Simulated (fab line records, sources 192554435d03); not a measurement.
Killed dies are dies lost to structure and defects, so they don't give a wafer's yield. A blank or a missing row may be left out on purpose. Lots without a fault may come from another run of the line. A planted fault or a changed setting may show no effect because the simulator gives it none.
Problem report in the 8D (eight disciplines) form, filled by code | flow n5_finfet | the parts of the form that need people (team, actions taken, sign-off) are left out

1. THE PROBLEM
cd_nm at N5_BEOL_M11_CD_MEAS_28 reads a mean of 64.1 nm on 5 wafers of 2 lots; wafers without a fault read 69.9 nm with a standard deviation of 0.79. That is -7.4 standard deviations from the usual mean.
The step: target cd 70 nm.
First seen on wafer L473.3, day 13 13:53, on cd_sem-01. The record holds 35 wafers of 12 lots with a number at this step. Rule for "out", or "out of limits": more than 4 standard deviations from the usual mean. The other wafers with a number count as sound.

2. WHAT IT IS AND WHAT IT IS NOT
question                    | is                     | is not
which readings at this step | cd_nm                  | -
which lots                  | L473, L474             | L459, L461, L462, L465, L467, L476, L478, L479, L480, L481
which wafers of those lots  | all that have a number | -
read on which gauges        | cd_sem-01              | cd_sem-02, cd_sem-03
when                        | from day 13 13:53      | up to then (15 sound wafers); but 15 sound wafers of L476, L478, L479, L480, L481 came after

3. SUSPECTS, AND WHAT RULES EACH OUT
Counting: a tool at a process step up to the reading stays a suspect if it ran every lot that is out and no sound lot after the first of them.
- the gauge at N5_BEOL_M11_CD_MEAS_28: kept. All the wafers that are out were read on cd_sem-01, and no step on other tools shows them out.
- cmp-04 at N5_BEOL_M10_CMP_52 (polishes, stops on SiCOH lowk, t overpolish 7 s, target thk 140 nm): ruled out as a lasting fault. Sound lots L478, L481, L480 ran on it after its first lot that is out, L473 (day 13 10:20).
- litho_track-04 at N5_BEOL_M11_PEB_26 (peb time 60 s): kept. It ran every lot that is out, first L473 (day 13 13:50), and no sound lot after that; its last sound lot up to then is L467 (day 12 08:27).
Left after counting: litho_track-04 at N5_BEOL_M11_PEB_26, cd_sem-01 at N5_BEOL_M11_CD_MEAS_28.

4. THE CAUSE (what the simulator had put in)
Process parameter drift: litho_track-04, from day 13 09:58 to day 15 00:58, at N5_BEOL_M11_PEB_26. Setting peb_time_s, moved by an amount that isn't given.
Counting left 2 suspects, and this tool is among them.

5. THE CHAIN OF EFFECTS, in route order
Each row: a reading whose mean over the struck wafers that have a number lies more than 3 standard deviations from the usual. Only readings for which the record gives a usual standard deviation are gone through. hours: the time from each lot's start at the first step in this table that gives one to its start at this step, as a median over the lots. sigmas: the change in usual standard deviations.
hours | step                   | reading | usual   | on struck wafers | change | sigmas
0     | N5_BEOL_M11_CD_MEAS_28 | cd_nm   | 69.9 nm | 64.1             | -5.8   | -7.4

6. WHAT WOULD HAVE CAUGHT IT SOONER
In this record the first reading out of limits at a measuring or inspecting step was taken at day 13 13:53, 4 hours after the fault began at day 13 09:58.
Of the lots that are out (2), L474 began N5_BEOL_M11_PEB_26 on litho_track-04 after day 13 13:53. A hold on the tool at that time would have spared it.
